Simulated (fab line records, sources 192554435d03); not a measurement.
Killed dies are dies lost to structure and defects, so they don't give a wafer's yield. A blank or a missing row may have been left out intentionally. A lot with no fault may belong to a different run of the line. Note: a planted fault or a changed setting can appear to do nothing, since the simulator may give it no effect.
fab line records -- flow n5-finfet
record lots=7, wafers=18, last-day=17
route steps=1938 shown BEOL_M8@1336
lots that met no fault: from a run of the same line without faults
start-h: hours from the record's opening day to when the first of the lot's shown wafers began -- wait-h: how many hours have passed since the lot's step before this one -- " as in the row above -- L1.1+2: a row that stands for several wafers -- - no value, or no start given -- * or withheld: withheld -- < > ~ a bound
route shown NAME@n: names a module that has steps shown in the file, with the first one's number in the route -- usual: mean/standard deviation of fault-free wafers -- same: alike in all rows -- chamber/n: place in a boat -- sites: per-site readings -- _std_site: the standard deviation of these -- _edge_site: inner sites' mean taken away from outer sites' mean -- radius-mm: for every site, how far away it sits from the centre of the wafer -- mask NAME#n: copy n -- behind: the tool/chamber that last shaped the wafer -- hold: the reason the lot was held/the length of the hold in hours/how it ended -- device: whichever transistor did not switch (one of n, p or np) -- end of line: tests of these same wafers at the route's end -- where a step has no rows: the recipe by itself -- killed: count of dies lost to structure and defects at first sort (not the wafer's yield) -- map: per-die view of a wafer (x killed, . not killed, _ where there is no die)
set.NAME: the setting that was run; set.NAME@STEP: the one run at that earlier step -- model.NAME: the simulator's own value behind a step, which no gauge read
lots at some steps of the route; a table a step, a row a wafer
services: the hour from which a tool's chamber was out of use, counted from the record's first day as start-h (under 0 if before that day), plus the number of hours and why
## steps
# step N5_BEOL_M8_HM_DEP_02
# recipe material=TiN, target-thk-a=200, temp-c=25, chamber-pressure-pa=0.49996
# usual throttle-valve-pct=29.8/1.3
lot.wafer,tool,chamber,start-h,wait-h,throttle-valve-pct
L120.4,pvd-sputter-03,-,236.21,0.8,29.8
L120.5,pvd-sputter-03,-,236.21,0.8,30.0
L120.6,pvd-sputter-03,-,236.21,0.8,30.2
L125.1,pvd-sputter-03,-,276.10,0.6,30.2
L125.2,pvd-sputter-03,-,276.10,0.6,29.9
L125.6,pvd-sputter-03,-,276.10,0.6,29.9
L126.2,pvd-sputter-02,-,289.71,0.1,30.5
L126.4,pvd-sputter-02,-,289.71,0.1,26.8
L129.3,pvd-sputter-02,-,304.57,1.0,28.7
L129.4,pvd-sputter-02,-,304.57,1.0,26.6
L129.5,pvd-sputter-02,-,304.57,1.0,30.2
L130.2,pvd-sputter-01,-,307.60,0.5,30.6
L130.5,pvd-sputter-01,-,307.60,0.5,29.0
L132.4,pvd-sputter-01,-,315.89,1.5,31.1
L132.5,pvd-sputter-01,-,315.89,1.5,30.7
L135.2,pvd-sputter-01,-,333.22,1.3,31.0
L135.4,pvd-sputter-01,-,333.22,1.3,30.8
L135.6,pvd-sputter-01,-,333.22,1.3,30.7
# step N5_BEOL_M8_COAT_59
# recipe resist=SOC, temp-c=250, time-s=60, spin-rpm=1500, resist-thk-nm=100
# step N5_BEOL_M8_COAT_60
# recipe resist=SiARC, temp-c=220, time-s=60, spin-rpm=1500, resist-thk-nm=35
# step N5_BEOL_M8_COAT_05
# recipe resist=CAR-ArF, spin-rpm=1500, resist-thk-nm=90
# step N5_BEOL_M8_EBR_07
# recipe solvent=PGMEA, ebr-width-mm=1.5
# step N5_BEOL_M8_SOFTBAKE_06
# recipe temp-c=110, time-s=60, resist=CAR-ArF
# step N5_BEOL_M8_EXPOSE_08
# recipe mask-id=M8, na=1.35, source-shape=dipole, sigma-inner=0.817, sigma-outer=0.97, polarization=te, dose-mj=68.25
# step N5_BEOL_M8_PEB_09
# recipe peb-temp-c=withheld, peb-time-s=60, resist=CAR-ArF
# step N5_BEOL_M8_DEVELOP_10
# recipe develop-time-s=30, developer=TMAH, resist=CAR-ArF, rinse-liquid=diw, dry=air-spin, dev-temp-c=23
# step N5_BEOL_M8_CD_MEAS_11
# recipe target-cd-nm=38.5, landing-energy-ev=500, detector=se-inlens, polarity=opening
# usual cd-nm=38.4/0.51
# same landing-energy-ev=500
lot.wafer,tool,chamber,start-h,wait-h,cd-nm
L120.4,cd-sem-01,0,236.59,-,38.3
L120.5,cd-sem-01,0,236.59,-,38.0
L120.6,cd-sem-01,0,236.59,-,37.4
L125.1,cd-sem-01,0,276.48,-,38.0
L125.2,cd-sem-01,0,276.48,-,38.2
L125.6,cd-sem-01,0,276.48,-,38.2
L126.2,cd-sem-03,0,290.22,-,38.2
L126.4,cd-sem-03,0,290.22,-,38.2
L129.3,cd-sem-01,0,305.09,-,38.5
L129.4,cd-sem-01,0,305.09,-,38.3
L129.5,cd-sem-01,0,305.09,-,38.5
L130.2,cd-sem-03,0,308.10,-,39.2
L130.5,cd-sem-03,0,308.10,-,38.6
L132.4,cd-sem-01,0,316.39,-,38.3
L132.5,cd-sem-01,0,316.39,-,38.7
L135.2,cd-sem-02,0,333.60,-,37.6
L135.4,cd-sem-02,0,333.60,-,37.6
L135.6,cd-sem-02,0,333.60,-,37.8
# step N5_BEOL_M8_OVL_MEAS_12
# recipe points-per-wafer=44
# usual M8_OVL=-0.3/0.62
lot.wafer,tool,chamber,start-h,wait-h,M8_OVL[nm]
L120.4,overlay-02,0,236.62,0.0,0.4
L120.5,overlay-02,0,236.62,0.0,-0.1
L120.6,overlay-02,0,236.62,0.0,-0.8
L125.1,overlay-02,0,276.51,0.0,-0.6
L125.2,overlay-02,0,276.51,0.0,0.3
L125.6,overlay-02,0,276.51,0.0,-0.4
L126.2,overlay-02,0,290.25,0.0,-0.6
L126.4,overlay-02,0,290.25,0.0,-0.8
L129.3,overlay-02,0,305.11,0.0,0.7
L129.4,overlay-02,0,305.11,0.0,0.3
L129.5,overlay-02,0,305.11,0.0,-0.3
L130.2,overlay-01,0,308.13,0.0,-0.8
L130.5,overlay-01,0,308.13,0.0,-0.1
L132.4,overlay-02,0,316.42,0.0,-0.7
L132.5,overlay-02,0,316.42,0.0,-0.8
L135.2,overlay-02,0,333.63,0.0,0.3
L135.4,overlay-02,0,333.63,0.0,-0.1
L135.6,overlay-02,0,333.63,0.0,-1.1
# step N5_BEOL_M8_INSPECT_13
# recipe mode=adi, inspect-instrument=brightfield
# usual raw-defect-count=433/100
lot.wafer,tool,chamber,start-h,wait-h,raw-defect-count
L120.4,defect-inspect-01,-,236.64,0.0,386
L120.5,defect-inspect-01,-,236.64,0.0,436
L120.6,defect-inspect-01,-,236.64,0.0,353
L125.1,defect-inspect-02,-,276.53,0.0,537
L125.2,defect-inspect-02,-,276.53,0.0,566
L125.6,defect-inspect-02,-,276.53,0.0,391
L126.2,defect-inspect-01,-,290.27,0.0,615
L126.4,defect-inspect-01,-,290.27,0.0,705
L129.3,defect-inspect-01,-,305.14,0.0,611
L129.4,defect-inspect-01,-,305.14,0.0,368
L129.5,defect-inspect-01,-,305.14,0.0,377
L130.2,defect-inspect-01,-,308.16,0.0,607
L130.5,defect-inspect-01,-,308.16,0.0,684
L132.4,defect-inspect-01,-,316.44,0.0,403
L132.5,defect-inspect-01,-,316.44,0.0,417
L135.2,defect-inspect-02,-,333.65,0.0,413
L135.4,defect-inspect-02,-,333.65,0.0,482
L135.6,defect-inspect-02,-,333.65,0.0,362
# step N5_BEOL_M8_DESCUM_16
# recipe chemistry=O2, time-s=7.9, source-power-w=50, bias-power-w=20, pressure-mtorr=20, rf-frequency-hz=2.712e+07, temp-c=40, resist=CAR-ArF, o2-flow-sccm=225
# usual bias-power-w=20.01/0.067, drypump-motor-current-A=5.7/0.49, oes-product-au=0.76/0.068, rf-vpp-V=243.3/0.99, showerhead-plenum-p-Torr=2.12/0.047, throttle-valve-pct=20.6/0.31
lot.wafer,tool,chamber,start-h,wait-h,bias-power-w,drypump-motor-current-A,oes-product-au,rf-hours-counter-h,rf-vpp-V,showerhead-plenum-p-Torr,throttle-valve-pct,model.CAR-ArF_of_BEOL_M8_COAT_05.thk-nm
L120.4,rie-diel-06,2,237.13,0.5,19.96,5.5,0.76,-,243.0,2.08,20.3,83.6
L120.5,rie-diel-06,3,237.13,0.5,20.02,5.7,0.80,-,242.6,2.12,20.7,83.6
L120.6,rie-diel-06,0,237.13,0.5,19.96,6.4,0.69,-,244.5,2.07,20.9,83.4
L125.1,rie-diel-02,1,276.70,0.2,20.05,6.3,0.98,2,243.1,2.04,19.8,84
L125.2,rie-diel-02,0,276.70,0.2,19.94,6.5,0.81,93,245.0,2.19,20.4,83.4
L125.6,rie-diel-02,2,276.70,0.2,19.96,5.1,0.69,-,241.5,2.09,21.0,83.6
L126.2,rie-diel-02,1,290.31,0.0,20.11,6.2,0.96,7,242.4,2.04,19.8,84.2
L126.4,rie-diel-02,2,290.31,0.0,20.00,5.1,0.69,223,241.9,2.08,21.0,84.2
L129.3,rie-diel-05,1,305.59,0.4,20.02,6.2,0.80,134,243.1,2.10,20.7,83.8
L129.4,rie-diel-05,0,305.59,0.4,20.04,5.5,0.75,-,243.8,2.09,20.8,84.2
L129.5,rie-diel-05,1,305.59,0.4,20.08,6.2,0.79,-,243.4,2.10,20.7,84
L130.2,rie-diel-02,2,308.44,0.3,19.97,5.1,0.69,230,243.1,2.08,21.0,84.2
L130.5,rie-diel-02,0,308.44,0.3,19.94,6.6,0.81,-,243.9,2.18,20.4,83
L132.4,rie-diel-02,2,316.49,0.0,19.92,5.1,0.68,-,243.4,2.08,21.0,83.8
L132.5,rie-diel-02,3,316.49,0.0,19.94,5.9,0.72,-,242.7,2.09,20.8,83
L135.2,rie-diel-06,2,333.83,0.2,20.06,5.5,0.72,179,242.6,2.07,20.3,83.2
L135.4,rie-diel-06,1,333.83,0.2,19.92,5.7,0.96,-,242.5,2.15,20.3,83.4
L135.6,rie-diel-06,3,333.83,0.2,20.09,5.7,0.77,-,243.7,2.10,20.7,83.8
# step N5_BEOL_M8_ETCH_61
# recipe chemistry=CF4, target=SiARC, target-depth-a=455, mask-material=CAR-ArF, time-s=75.8, ion-energy-ev=80, pressure-mtorr=40, source-w=545, bias-w=36, Ar_flow_sccm=100, cf4-flow-sccm=100, ends=cleared
# usual bias-w=36.02/0.11, drypump-motor-current-A=5.7/0.49, etch-rf-on-time-s=75.3/1.4, oes-product-au=0.65/0.059, rf-vpp-V=184.3/1, showerhead-plenum-p-Torr=2.16/0.04, throttle-valve-pct=15.72/0.27
lot.wafer,tool,chamber,start-h,wait-h,bias-w,drypump-motor-current-A,etch-rf-on-time-s,oes-product-au,rf-hours-counter-h,rf-vpp-V,showerhead-plenum-p-Torr,throttle-valve-pct,model.CAR-ArF_of_BEOL_M8_COAT_05.thk-nm
L120.4,rie-diel-06,2,237.18,0.0,36.23,5.5,76.3,0.65,-,184.3,2.15,15.58,51
L120.5,rie-diel-06,3,237.18,0.0,36.03,5.7,75.2,0.68,-,183.4,2.16,15.72,51
L120.6,rie-diel-06,0,237.18,0.0,35.99,6.4,75.6,0.59,-,183.2,2.12,16.01,51
L125.1,rie-diel-02,1,276.73,0.0,36.05,6.3,74.0,0.85,2,182.8,2.10,15.03,51.4
L125.2,rie-diel-02,0,276.73,0.0,35.91,6.5,74.9,0.70,93,184.9,2.24,15.62,50.8
L125.6,rie-diel-02,2,276.73,0.0,36.03,5.1,77.1,0.59,-,182.2,2.13,16.11,51
L126.2,rie-diel-02,1,290.34,0.0,35.82,6.3,74.1,0.82,7,182.9,2.10,15.04,51.6
L126.4,rie-diel-02,2,290.34,0.0,36.01,5.1,77.5,0.59,223,184.4,2.13,16.13,51.6
L129.3,rie-diel-05,1,305.62,0.0,35.95,6.2,75.5,0.66,134,184.1,2.15,15.78,51.2
L129.4,rie-diel-05,0,305.62,0.0,36.30,5.5,73.3,0.64,-,184.5,2.14,15.96,51.6
L129.5,rie-diel-05,1,305.62,0.0,35.99,6.2,75.8,0.66,-,183.7,2.15,15.79,51.2
L130.2,rie-diel-02,2,308.48,0.0,35.94,5.1,78.1,0.58,230,184.0,2.13,16.14,51.6
L130.5,rie-diel-02,0,308.48,0.0,35.91,6.6,74.9,0.68,-,184.6,2.23,15.65,50.6
L132.4,rie-diel-02,2,316.54,0.0,36.18,5.1,78.5,0.58,-,183.1,2.13,16.15,51.4
L132.5,rie-diel-02,3,316.54,0.0,35.92,5.9,75.3,0.62,-,184.3,2.13,16.01,50.4
L135.2,rie-diel-06,2,333.87,0.0,36.15,5.5,76.5,0.61,179,183.6,2.13,15.66,50.8
L135.4,rie-diel-06,1,333.87,0.0,35.97,5.7,72.5,0.85,-,185.2,2.19,15.39,50.8
L135.6,rie-diel-06,3,333.87,0.0,35.96,5.7,75.3,0.66,-,184.0,2.15,15.79,51.2
# step N5_BEOL_M8_ETCH_62
# recipe chemistry=N2/H2, target=SOC, target-depth-a=1100, overetch-a=220, mask-material=SiARC, temp-c=40, time-s=165, ion-energy-ev=200, pressure-mtorr=30, source-w=840, bias-w=150, n2-flow-sccm=200, h2-flow-sccm=200
# usual bias-w=150.0/0.45, drypump-motor-current-A=5.7/0.49, oes-product-au=0.65/0.055, rf-vpp-V=524.5/1.7, showerhead-plenum-p-Torr=2.56/0.058, throttle-valve-pct=17.92/0.25
lot.wafer,tool,chamber,start-h,wait-h,bias-w,drypump-motor-current-A,oes-product-au,rf-hours-counter-h,rf-vpp-V,showerhead-plenum-p-Torr,throttle-valve-pct
L120.4,rie-diel-06,2,237.28,0.1,149.6,5.5,0.65,-,524.2,2.55,17.81
L120.5,rie-diel-06,3,237.28,0.1,150.1,5.7,0.68,-,524.1,2.55,17.96
L120.6,rie-diel-06,0,237.28,0.1,149.7,6.4,0.58,-,522.9,2.50,18.30
L125.1,rie-diel-02,1,276.79,0.0,150.9,6.3,0.82,2,522.1,2.51,17.29
L125.2,rie-diel-02,0,276.79,0.0,150.9,6.6,0.68,93,528.0,2.69,18.01
L125.6,rie-diel-02,2,276.79,0.0,149.5,5.1,0.59,-,524.0,2.51,18.20
L126.2,rie-diel-02,1,290.40,0.0,150.8,6.3,0.79,7,522.5,2.51,17.29
L126.4,rie-diel-02,2,290.40,0.0,150.2,5.1,0.59,223,520.8,2.50,18.18
L129.3,rie-diel-05,1,305.68,0.0,149.3,6.2,0.66,134,523.8,2.55,18.03
L129.4,rie-diel-05,0,305.68,0.0,149.9,5.5,0.62,-,524.6,2.52,17.98
L129.5,rie-diel-05,1,305.68,0.0,150.1,6.2,0.66,-,524.3,2.55,18.05
L130.2,rie-diel-02,2,308.53,0.0,150.1,5.1,0.59,230,522.7,2.50,18.22
L130.5,rie-diel-02,0,308.53,0.0,149.8,6.5,0.68,-,528.9,2.69,18.05
L132.4,rie-diel-02,2,316.64,0.1,150.1,5.1,0.59,-,522.3,2.50,18.21
L132.5,rie-diel-02,3,316.64,0.1,149.7,5.9,0.62,-,525.2,2.53,18.25
L135.2,rie-diel-06,2,333.92,0.0,150.1,5.5,0.62,179,523.5,2.53,17.87
L135.4,rie-diel-06,1,333.92,0.0,150.1,5.7,0.82,-,525.7,2.60,17.46
L135.6,rie-diel-06,3,333.92,0.0,149.6,5.7,0.66,-,525.0,2.54,18.03
## services
tool,chamber,start-h,hours,kind
rie-diel-02,2,226.34,13.2,repair
rie-diel-06,1,233.21,4.6,repair
rie-diel-06,-,242.52,0.3,repair
rie-diel-02,1,251.75,-,clean
rie-diel-02,1,251.75,-,consumable-replace:focus-ring
rie-diel-06,0,289.58,6.3,repair
rie-diel-05,3,300.97,6.5,repair
rie-diel-06,1,305.30,-,clean
rie-diel-06,1,305.30,-,consumable-replace:focus-ring
rie-diel-06,1,305.30,21.1,scheduled-down
rie-diel-06,1,305.30,21.1,vent-cycle
rie-diel-02,0,313.14,13.1,repair
rie-diel-06,0,326.61,-,clean
rie-diel-06,0,326.61,-,consumable-replace:focus-ring
rie-diel-06,0,326.61,19.2,scheduled-down
rie-diel-06,0,326.61,19.2,vent-cycle
## key
first-sign none at tools or gauges
model-effect step=N5_BEOL_M8_DESCUM_16, value=CAR-ArF_of_BEOL_M8_COAT_05.thk-nm, without=83.4, struck=84.1
model-effect step=N5_BEOL_M8_ETCH_61, value=CAR-ArF_of_BEOL_M8_COAT_05.thk-nm, without=50.8, struck=51.55
met-at N5_BEOL_M8_DESCUM_16
struck-wafers L126.2,L126.4,L130.2,L132.4
onset-between 276.70 290.31
fault kind=process-parameter-drift, tool=rie-diel-02, chamber=-, onset-h=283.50, steps=N5_BEOL_M8_DESCUM_16, channel=time-s, offset=*, shape=step, end-h=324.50, scope=struck-wafers-only, acts-in=*, stated=*
